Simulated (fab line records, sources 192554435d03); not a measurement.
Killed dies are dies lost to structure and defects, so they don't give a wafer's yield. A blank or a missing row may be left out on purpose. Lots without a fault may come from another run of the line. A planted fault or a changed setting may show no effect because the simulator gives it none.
fab line records | flow n5_finfet
record lots=14 wafers=41 last_day=17
route steps=1938 shown MOL_CONTACT_COAG@548
lots that met no fault: from a run of the same line without faults
start_h: hours from the record's first day to the start of the lot's first wafer shown | wait_h: hours since the lot's step before | " the same as in the row above | L1.1+2: a row that stands for several wafers | - no value, or no start given | * or withheld: withheld | < > ~ a bound
route shown NAME@n: a module of which the file shows steps, and the number in the route of the first | usual: mean/standard deviation of fault-free wafers | same: alike in all rows | chamber/n: place in a boat | sites: the reading at each site | _std_site: their standard deviation | _edge_site: outer sites' mean less inner sites' | radius_mm: how far each site lies from the wafer's centre | mask NAME#n: copy n | behind: the tool/chamber that last shaped the wafer | hold: why the lot was held/for how many hours/how that ended | device: the transistor (n, p or np) that didn't switch | end of line: the same wafers' tests at the end of the route | a step without rows: its recipe alone | killed: dies lost to structure and defects at the first sort, not the wafer's yield | map: a wafer's dies, x killed, . not, _ none there
set.NAME: the setting as run; set.NAME@STEP: as run at that earlier step | model.NAME: the simulator's own value behind a step, which no gauge read
steps of the route over a sample of lots; a table a step, a row a wafer
services: from which hour (start_h, from the record's first day; less than 0 if before it) a tool's chamber was out of use, for how many hours, and why
## steps
# step N5_MOL_CONTACT_COAG_CO_FILL_22
# recipe material=Co target_thk_a=200 temp_c=200 precursor=CCTBA/H2 pressure_torr=30
# usual heater_power_w=225/12
# columns lot.wafer tool chamber start_h wait_h heater_power_w
L392.3 cvd_co-02 1 90.89 0.1 252
L392.4 " 1 " " 252
L392.5 " 2 " " 210
L393.2 cvd_co-02 2 97.15 0.1 213
L393.4 " 0 " " 224
L393.6 " 2 " " 218
L394.2 cvd_co-02 1 105.10 0.1 252
L394.5 " 2 " " 213
L394.6 " 0 " " 224
L395.1 cvd_co-01 2 108.86 0.1 216
L395.2 " 1 " " 223
L395.5 " 0 " " 225
L396.1 cvd_co-01 1 114.64 0.1 226
L396.2 " 2 " " 206
L396.6 " 0 " " 225
L397.4 cvd_co-01 0 120.39 0.4 228
L397.5 " 2 " " 207
L398.1 cvd_co-01 2 124.94 0.1 201
L398.3 " 0 " " 224
L398.5 " 0 " " 222
L403.1 cvd_co-01 0 155.37 0.1 220
L403.3 " 2 " " 209
L403.6 " 0 " " 221
L404.1 cvd_co-01 2 165.64 0.1 214
L404.2 " 1 " " 229
L404.5 " 0 " " 224
L405.1 cvd_co-02 2 171.44 0.1 214
L405.4 " 2 " " 216
L405.6 " 1 " " 249
L406.1 cvd_co-01 0 173.86 0.1 227
L406.3 " 1 " " 234
L406.6 " 0 " " 223
L410.2 cvd_co-02 1 201.60 0.1 255
L410.3 " 0 " " 224
L410.5 " 1 " " 251
L414.3 cvd_co-01 1 225.69 0.1 227
L414.5 " 2 " " 203
L414.6 " 1 " " 229
L415.1 cvd_co-01 2 230.87 0.1 211
L415.2 " 0 " " 231
L415.6 " 1 " " 232
# step N5_MOL_CONTACT_COAG_ALD_27
# recipe material=SiOC target_thk_a=170 temp_c=400 ald_precursor_family=carbosiloxane ald_co_reactant=H2-plasma pulse_time_s=1.5 time_s=2720 purge_time_s=2 co_reactant_purge_time_s=2 ald_cycles=340 pressure_torr=2
# usual heater_power_w=795/64 precursor_pulse_height_rel=1.000/0.02
# same ald_cycles=340 pulse_time_s=1.5
# columns lot.wafer tool chamber start_h wait_h heater_power_w precursor_pulse_height_rel
L392.3 ald_sin-02 0 98.73 1.2 723 0.985
L392.4 " 1 " " 799 1.003
L392.5 " 0 " " 739 1.008
L393.2 ald_sin-04 2 101.34 0.0 871 0.970
L393.4 " 1 " " 777 1.022
L393.6 " 0 " " 817 1.007
L394.2 ald_sin-02 0 109.69 0.0 702 0.946
L394.5 " 0 " " 714 0.995
L394.6 " 3 " " 693 0.997
L395.1 ald_sin-02 2 112.02 0.0 865 0.987
L395.2 " 3 " " 690 1.036
L395.5 " 0 " " 723 0.973
L396.1 ald_sin-04 3 117.44 0.0 816 1.036
L396.2 " 1 " " 760 1.016
L396.6 " 1 " " 768 0.989
L397.4 ald_sin-02 3 124.08 0.0 713 1.009
L397.5 " 3 " " 691 1.017
L398.1 ald_sin-04 2 128.90 0.3 881 0.996
L398.3 " 0 " " 774 1.008
L398.5 " 0 " " 788 0.998
L403.1 ald_sin-02 3 159.55 0.0 710 0.992
L403.3 " 0 " " 716 1.007
L403.6 " 3 " " 693 1.013
L404.1 ald_sin-01 1 171.26 0.0 750 1.030
L404.2 " 2 " " 927 1.012
L404.5 " 1 " " 741 1.008
L405.1 ald_sin-02 1 175.14 0.0 819 0.967
L405.4 " 3 " " 695 0.988
L405.6 " 3 " " 704 0.995
L406.1 ald_sin-04 0 179.93 0.0 813 0.999
L406.3 " 3 " " 787 1.003
L406.6 " 1 " " 778 0.994
L410.2 ald_sin-04 1 206.09 0.3 764 1.008
L410.3 " 0 " " 788 1.041
L410.5 " 2 " " 909 0.980
L414.3 ald_sin-04 0 229.04 0.0 779 1.011
L414.5 " 3 " " 797 0.984
L414.6 " 2 " " 865 0.998
L415.1 ald_sin-04 3 234.40 0.0 832 0.981
L415.2 " 0 " " 818 0.958
L415.6 " 1 " " 792 0.984
# step N5_MOL_CONTACT_COAG_EXPOSE_81
# recipe mask_id=VG na=0.33 source_shape=annular sigma_inner=0.3 sigma_outer=0.7 polarization=unpolarized defocus_nm=0 dose_mj=59.5
# usual exposure_dose_mJ_cm2=59.9/0.58 focus_offset_nm=0.0/0.43 sigma_inner=0.3/0
# columns lot.wafer tool chamber start_h wait_h mask exposure_dose_mJ_cm2 focus_offset_nm sigma_inner
L392.3 euv_scanner-02 0 101.34 - VG#0 59.4 0.5 0.3
L392.4 " 0 " " VG#0 59.5 0.7 0.3
L392.5 " 0 " " VG#0 59.5 0.1 0.3
L393.2 euv_scanner-01 0 104.21 - VG#0 59.4 -0.1 0.3
L393.4 " 0 " " VG#0 59.4 0.5 0.3
L393.6 " 0 " " VG#0 59.3 0.5 0.3
L394.2 euv_scanner-01 0 112.46 - VG#0 59.3 0.5 0.3
L394.5 " 0 " " VG#0 59.3 0.6 0.3
L394.6 " 0 " " VG#0 59.3 0.2 0.3
L395.1 euv_scanner-02 0 114.74 - VG#0 59.4 0.1 0.3
L395.2 " 0 " " VG#0 59.4 0.6 0.3
L395.5 " 0 " " VG#0 59.5 -0.1 0.3
L396.1 euv_scanner-02 0 120.04 - VG#0 59.5 1.1 0.3
L396.2 " 0 " " VG#0 59.4 0.1 0.3
L396.6 " 0 " " VG#0 59.3 0.1 0.3
L397.4 euv_scanner-01 0 126.87 - VG#0 59.3 -0.2 0.3
L397.5 " 0 " " VG#0 59.4 -1.1 0.3
L398.1 euv_scanner-01 0 131.50 - VG#0 59.4 -0.1 0.3
L398.3 " 0 " " VG#0 59.4 -0.5 0.3
L398.5 " 0 " " VG#0 59.3 0.0 0.3
L403.1 euv_scanner-02 - 162.15 - VG#0 - - -
L403.3 " - " " VG#0 - - -
L403.6 " - " " VG#0 - - -
L404.1 euv_scanner-02 - 173.86 - VG#0 - - -
L404.2 " - " " VG#0 - - -
L404.5 " - " " VG#0 - - -
L405.1 euv_scanner-01 0 179.89 - VG#0 59.5 -1.1 0.3
L405.4 " 0 " " VG#0 59.3 -0.7 0.3
L405.6 " 0 " " VG#0 59.3 -0.8 0.3
L406.1 euv_scanner-02 0 182.67 - VG#0 60.6 0.3 0.3
L406.3 " 0 " " VG#0 60.5 -0.1 0.3
L406.6 " 0 " " VG#0 60.6 -0.5 0.3
L410.2 euv_scanner-02 0 208.69 - VG#0 60.5 0.1 0.3
L410.3 " 0 " " VG#0 60.5 0.4 0.3
L410.5 " 0 " " VG#0 60.5 0.6 0.3
L414.3 euv_scanner-01 0 231.78 - VG#0 59.3 0.2 0.3
L414.5 " 0 " " VG#0 59.4 0.3 0.3
L414.6 " 0 " " VG#0 59.2 0.1 0.3
L415.1 euv_scanner-01 0 237.02 - VG#0 59.3 0.3 0.3
L415.2 " 0 " " VG#0 59.3 1.0 0.3
L415.6 " 0 " " VG#0 59.2 -0.5 0.3
# step N5_MOL_CONTACT_COAG_ETCH_90
# recipe chemistry=CF4 target=SiARC target_depth_a=130 mask_material=CAR-EUV time_s=21.7 ion_energy_ev=80 pressure_mtorr=40 source_w=545 bias_w=36 Ar_flow_sccm=100 cf4_flow_sccm=100 ends=cleared
# usual cf4_flow_sccm=100.05/0.3 drypump_motor_current_A=5.4/0.54 etch_rf_on_time_s=22.1/0.68 oes_product_au=0.65/0.082 rf_vpp_V=183.7/1.3 showerhead_plenum_p_Torr=2.11/0.069 throttle_valve_pct=15.58/0.28
# columns lot.wafer tool chamber start_h wait_h cf4_flow_sccm drypump_motor_current_A etch_rf_on_time_s oes_product_au rf_hours_counter_h rf_vpp_V showerhead_plenum_p_Torr throttle_valve_pct
L392.3 rie_diel-04 0 101.64 0.0 99.54 5.4 21.8 0.60 221 182.9 2.12 16.03
L392.4 " 1 " " 99.95 5.3 22.7 0.57 227 182.4 2.02 15.60
L392.5 " 0 " " 100.08 5.5 21.8 0.60 - 183.1 2.12 16.04
L393.2 rie_diel-04 2 105.12 0.0 99.57 5.3 21.3 0.63 162 182.6 2.06 15.37
L393.4 " 3 " " 100.42 4.9 22.5 0.61 171 185.2 2.24 15.93
L393.6 " 1 " " 100.09 5.4 22.4 0.58 - 182.5 2.02 15.60
L394.2 rie_diel-04 0 112.77 0.0 100.27 5.5 22.1 0.59 225 184.0 2.12 16.03
L394.5 " 3 " " 100.15 4.8 22.7 0.60 - 185.1 2.24 15.94
L394.6 " 0 " " 99.84 5.4 21.9 0.60 - 183.4 2.12 16.05
L395.1 rie_diel-04 1 115.06 0.0 100.56 5.3 23.1 0.57 232 182.5 2.01 15.61
L395.2 " 0 " " 100.18 5.4 22.5 0.59 226 183.4 2.12 16.04
L395.5 " 1 " " 100.41 5.3 22.9 0.56 - 182.3 2.01 15.62
L396.1 rie_diel-05 3 121.09 0.0 100.10 4.9 20.9 0.65 164 184.2 2.04 15.62
L396.2 " 1 " " 99.79 6.4 23.0 0.64 149 182.6 2.07 15.68
L396.6 " 1 " " 100.40 6.4 23.0 0.64 - 183.7 2.07 15.66
L397.4 rie_diel-04 0 128.02 0.0 99.96 5.4 22.1 0.59 232 182.5 2.12 16.06
L397.5 " 2 " " 99.80 5.3 21.8 0.62 - 183.8 2.05 15.38
L398.1 rie_diel-04 0 132.01 0.0 100.16 5.5 21.9 0.59 234 182.5 2.12 16.06
L398.3 " 2 " " 99.64 5.3 21.4 0.62 173 183.0 2.05 15.37
L398.5 " 2 " " 100.05 5.3 21.4 0.62 - 182.7 2.05 15.39
L403.1 rie_diel-04 1 162.47 0.0 100.42 5.3 22.8 0.25 249 182.9 2.01 15.63
L403.3 " 2 " " 100.42 5.3 21.3 0.27 185 182.6 2.05 15.40
L403.6 " 1 " " 100.18 5.3 22.9 0.25 - 181.4 2.01 15.65
L404.1 rie_diel-01 2 174.73 0.0 100.51 6.3 22.7 0.26 240 184.5 2.09 15.73
L404.2 " 3 " " 99.79 4.8 22.4 0.26 243 182.9 2.10 15.52
L404.5 " 3 " " 100.38 4.9 22.4 0.25 - 184.0 2.10 15.49
L405.1 rie_diel-01 1 180.36 0.0 100.01 4.7 22.1 0.62 197 186.1 2.21 15.74
L405.4 " 2 " " 100.03 6.3 22.8 0.57 242 183.4 2.09 15.76
L405.6 " 2 " " 100.25 6.3 22.8 0.56 - 182.8 2.09 15.75
L406.1 rie_diel-05 0 182.99 0.0 100.11 5.9 21.6 0.79 13 184.1 2.09 15.11
L406.3 " 1 " " 99.61 6.4 23.1 0.61 173 184.3 2.06 15.72
L406.6 " 2 " " 100.05 5.2 21.4 0.71 - 184.3 2.17 15.23
L410.2 rie_diel-05 1 209.01 0.0 100.36 6.4 22.9 0.62 181 183.8 2.06 15.74
L410.3 " 3 " " 100.02 4.9 21.0 0.63 197 182.5 2.03 15.69
L410.5 " 1 " " 100.29 6.4 23.1 0.62 - 183.5 2.06 15.72
L414.3 rie_diel-04 1 232.18 0.0 99.79 5.3 22.3 0.76 23 184.8 2.25 15.24
L414.5 " 3 " " 99.73 4.9 22.7 0.57 - 185.4 2.22 16.04
L414.6 " 2 " " 100.70 5.3 21.4 0.61 - 182.3 2.04 15.46
L415.1 rie_diel-01 2 237.34 0.0 100.02 6.3 22.2 0.80 4 183.5 2.09 15.30
L415.2 " 0 " " 100.29 4.9 21.9 0.75 35 183.3 2.11 15.51
L415.6 " 2 " " 100.08 6.3 22.2 0.81 - 183.6 2.09 15.30
## services
# columns tool chamber start_h hours kind
euv_scanner-02 - 67.43 1.0 pm
ald_sin-02 1 69.29 7.8 repair
rie_diel-05 - 71.46 0.8 repair
euv_scanner-02 - 74.50 0.3 repair
ald_sin-01 0 80.20 20.4 repair
ald_sin-04 - 85.70 14.0 pm
euv_scanner-02 - 101.80 5.8 pm
rie_diel-01 - 102.19 4.3 pm
rie_diel-01 2 107.31 5.2 repair
euv_scanner-01 - 107.58 1.0 pm
rie_diel-05 2 120.99 4.6 repair
euv_scanner-02 - 123.58 1.0 pm
ald_sin-01 1 129.96 14.0 repair
euv_scanner-01 - 132.54 1.4 repair
ald_sin-02 1 152.20 10.6 repair
rie_diel-04 1 152.74 6.5 repair
euv_scanner-01 - 161.60 1.0 pm
ald_sin-01 - 176.92 14.0 pm
euv_scanner-02 - 179.73 1.0 pm
euv_scanner-01 - 191.64 38.7 repair
ald_sin-01 - 214.57 0.5 repair
ald_sin-02 2 215.11 8.9 repair
ald_sin-02 3 233.26 14.0 repair
euv_scanner-02 - 235.88 1.0 pm
## key
first_sign step=N5_MOL_CONTACT_COAG_EXPOSE_81 reading=tool_record direction=missing
effect none on later readings
met_at N5_MOL_CONTACT_COAG_EXPOSE_81
struck_lots L403,L404
later_rows_left_out L403.1,L403.3,L403.6,L404.1,L404.2,L404.5
sort_left_out L403.1,L403.3,L403.6,L404.1,L404.2,L404.5
tester_left_out L403,L404
not_acting_at N5_MOL_CONTACT_COAG_CO_FILL_22,N5_MOL_CONTACT_COAG_ALD_27,N5_MOL_CONTACT_COAG_ETCH_90
onset_between 120.04 162.15
fault kind=skipped_step_whole tool=euv_scanner-02 chamber=- onset_h=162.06 steps=N5_MOL_CONTACT_COAG_EXPOSE_81 scope=struck_lots_only
# tester_left_out: of these lots the tester's yield and bins aren't shown, on N5 and GAA mostly nor the transistor test; their killed dies are dies lost to structure and defects alone, not to doping, threshold or leakage, so they don't give the yield
# sort_left_out: the simulated sort isn't trusted on such a fault, so these wafers' sort isn't shown, and their yield isn't known
# later_rows_left_out: the simulator's readings of these wafers behind a module that went badly wrong aren't trusted and aren't shown, but for the sort
